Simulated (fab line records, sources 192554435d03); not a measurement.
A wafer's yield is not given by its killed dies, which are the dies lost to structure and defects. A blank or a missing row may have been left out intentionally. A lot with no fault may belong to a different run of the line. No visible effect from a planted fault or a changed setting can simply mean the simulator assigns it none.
Matching of chambers || flow n5-finfet || N5_BEOL_M3_DESCUM_33 on rie-diel-06 has 4 sister chambers
The step chemistry O2, time 7 s. 4 wafers are shown with their chamber, then 8 later ones without.

EACH WAFER AND ITS CHAMBER
{"wafer": "L077.3", "chamber": 3, "throttle-valve-pct (%)": 20.0}
{"wafer": "L090.1", "chamber": 0, "throttle-valve-pct (%)": 20.3}
{"wafer": "L090.2", "chamber": 2, "throttle-valve-pct (%)": 20.7}
{"wafer": "L091.2", "chamber": 1, "throttle-valve-pct (%)": 20.0}

WAFERS WHOSE CHAMBER IS MISSING
{"wafer": "L091.3", "throttle-valve-pct (%)": 20.1}
{"wafer": "L091.5", "throttle-valve-pct (%)": 20.1}
{"wafer": "L092.1", "throttle-valve-pct (%)": 20.7}
{"wafer": "L092.4", "throttle-valve-pct (%)": 20.3}
{"wafer": "L092.5", "throttle-valve-pct (%)": 20.3}
{"wafer": "L095.1", "throttle-valve-pct (%)": 20.7}
{"wafer": "L095.3", "throttle-valve-pct (%)": 20.3}
{"wafer": "L095.6", "throttle-valve-pct (%)": 20.1}

WHICH CHAMBER EACH WENT THROUGH
{"wafer": "L091.3", "from the rows above": "can't be placed: 1 or 3 or 0", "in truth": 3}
{"wafer": "L091.5", "from the rows above": "can't be placed: 1 or 3 or 0", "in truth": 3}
{"wafer": "L092.1", "from the rows above": 2, "in truth": 2}
{"wafer": "L092.4", "from the rows above": 0, "in truth": 0}
{"wafer": "L092.5", "from the rows above": 0, "in truth": 0}
{"wafer": "L095.1", "from the rows above": 2, "in truth": 2}
{"wafer": "L095.3", "from the rows above": 0, "in truth": 0}
{"wafer": "L095.6", "from the rows above": "can't be placed: 1 or 3 or 0", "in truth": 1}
5 of 8 placed correctly. From these rows, 3 cannot be placed; in 3 the true chamber is one of the candidates. Placed wrongly: 0.
How it was worked out, from the rows above alone: a wafer's distance from a chamber is the root of the sum, over the readings, of the square of ((its reading less the chamber's mean) divided by the reading's scatter). The wafer belongs to the nearest chamber; if the next one is less than 2 further off, it can't be placed. Each chamber's mean is taken over the wafers shown for it. The scatter: with one shown wafer a chamber, the root of the mean of the squares of how far each hidden wafer lies from its nearest shown one.
